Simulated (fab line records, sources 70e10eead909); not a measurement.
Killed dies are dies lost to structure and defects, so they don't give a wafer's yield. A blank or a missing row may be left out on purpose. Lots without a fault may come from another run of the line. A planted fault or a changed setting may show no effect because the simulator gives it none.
A struck lot beside a sound one | flow nand_harc | 17 steps out of a route of 1159
Sound: wafers L697.2, L697.5, L697.6. Struck: wafer L710.3. (L710.1, L710.6 of the same lot were not struck and are left out.) The cause comes at the end.
At each step with rows: each side's tool, then ch and its chambers, then its first start. Under that, the readings that differ: sound wafers | struck wafers | difference of the means | sigmas: that difference in standard deviations of wafers without a fault.
alike: readings whose means differ by less than 2 such deviations, and words and numbers that are the same on both sides. not compared: withheld readings, readings that some wafer has no value for, bounds like >300 that may hide the same value, and numbers for which the record gives no deviation and whose values overlap.
The two part at a step that has a row with sigmas, a row that says differs or no value, or rows on one side only. Numbers that don't overlap but have no deviation are shown without sigmas and don't part them. A reading that every wafer of one side lacks parts them only if that side has two wafers or more.

NHARC_P_M0_OVL_MEAS_10: pitch 180 nm.
  sound on overlay-02, day 5 13:05; struck on overlay-01, day 8 21:40
  alike: overlay_x_nm, overlay_y_nm
NHARC_P_M0_INSPECT_11:
  sound on defect_inspect-01, day 5 13:07; struck on defect_inspect-01, day 8 21:43
  alike: raw_defect_count
then, 1 step without rows for these wafers: NHARC_P_M0_DESCUM_14 (chemistry O2, time 3 s).
NHARC_P_M0_ETCH_34: etches the open film in N2/H2, target depth 40 nm, overetch 12 nm, time 43.94 s.
  sound on rie_diel-03 ch 0,1,3, day 5 13:17; struck on rie_diel-10 ch 1, day 8 21:52
  reading                     | sound             | struck | difference | sigmas
  drypump_motor_current_A (A) | 6.0 6.0 5.7       | 5.2    | -0.7       | -2
  oes_product_au (a.u.)       | 1.002 1.008 1.013 | 0.989  | -0.019     | -2
  alike: mfc_ar_sccm, n2_flow_sccm, rf_vpp_V, showerhead_plenum_p_Torr, throttle_valve_pct
  not compared: rf_hours_counter_h
NHARC_P_M0_ETCH_15: etches the open film in C4F8/Ar, target depth 150 nm, overetch 15 nm, time 82.5 s.
  sound on rie_diel-03 ch 0,1; struck on rie_diel-10 ch 1
  alike: oes_product_au, rf_vpp_V
  not compared: rf_hours_counter_h
NHARC_P_M0_CD_MEAS_16:
  sound on cd_sem-03, day 5 13:29; struck on cd_sem-01, day 8 22:04
  alike: cd_nm
then, 2 steps without rows for these wafers: NHARC_P_M0_STRIP_18 (strips in N2/H2); NHARC_P_M0_STRIP_19 (strips in post etch residue remover, time 600 s).
NHARC_P_M0_DEGAS_28: time 60 s.
  sound on pvd_sputter-02, day 5 14:07; struck on pvd_sputter-03, day 8 22:44
  alike: heater_power_w
then, 2 steps without rows for these wafers: NHARC_P_M0_PRE_CLEAN_29 (time 30 s); NHARC_P_M0_PVD_20 (deposits TaN, target thk 5 nm, time 8.06 s).
NHARC_P_M0_PVD_21: deposits Cu, target thk 30 nm, time 20.49 s.
  sound on pvd_sputter-02; struck on pvd_sputter-03
  alike: throttle_valve_pct
NHARC_P_M0_ECD_22: material Cu, target thk 400 nm.
  sound on ecd_cu-02 ch 0,1, day 5 14:28; struck on ecd_cu-02 ch 0, day 8 23:05
  alike: bath_heat_duty_pct
NHARC_P_M0_ANNEAL_30: time 90 s.
  sound on rtp_anneal-01 ch 0, day 5 14:56; struck on rtp_anneal-02 ch 0, day 8 23:30
  alike: wafer_temp_C_max
NHARC_P_M0_CMP_23: polishes, t overpolish 20 s, target thk 117.53 nm.
  sound on cmp-02 ch 1,2,3, day 5 15:35; struck on cmp-02 ch 2, day 8 23:50
  reading                | sound          | struck | difference | sigmas
  time_to_endpoint_s (s) | 30.4 31.6 35.5 | 18.9   | -13.6      | -5
  alike: motor_current_A
NHARC_P_M0_THK_MEAS_24: measures by xrf.
  sound on film_metro-02, day 5 15:49; struck on film_metro-02, day 9 00:10
  alike: thk_nm
-- the record jumps here: 13 days lie between the struck wafers' starts before and after (it left off in module P_M0 and takes up again in module END, whose first step shown is number 1159 of the route) --
NHARC_END_SORT_01:
  sound on prober-01 ch 0, day 20 04:03; struck on prober-02 ch 0, day 22 05:05
  alike: defect_limited_yield, killed_at_array, killed_at_other, killed_at_periphery, killed_dies, killed_open, killed_short, sort_bin_2_pct, sort_bin_3_pct, sort_bin_4_pct, sort_n_pass, sort_rim_yield_pct, sort_yield_pct

WHERE THEY PART
First at NHARC_P_M0_ETCH_34; last, within this record, at NHARC_P_M0_CMP_23. Later steps at which nothing parts them and some readings are alike: NHARC_P_M0_THK_MEAS_24, NHARC_END_SORT_01.

WHY: what the simulator had put in
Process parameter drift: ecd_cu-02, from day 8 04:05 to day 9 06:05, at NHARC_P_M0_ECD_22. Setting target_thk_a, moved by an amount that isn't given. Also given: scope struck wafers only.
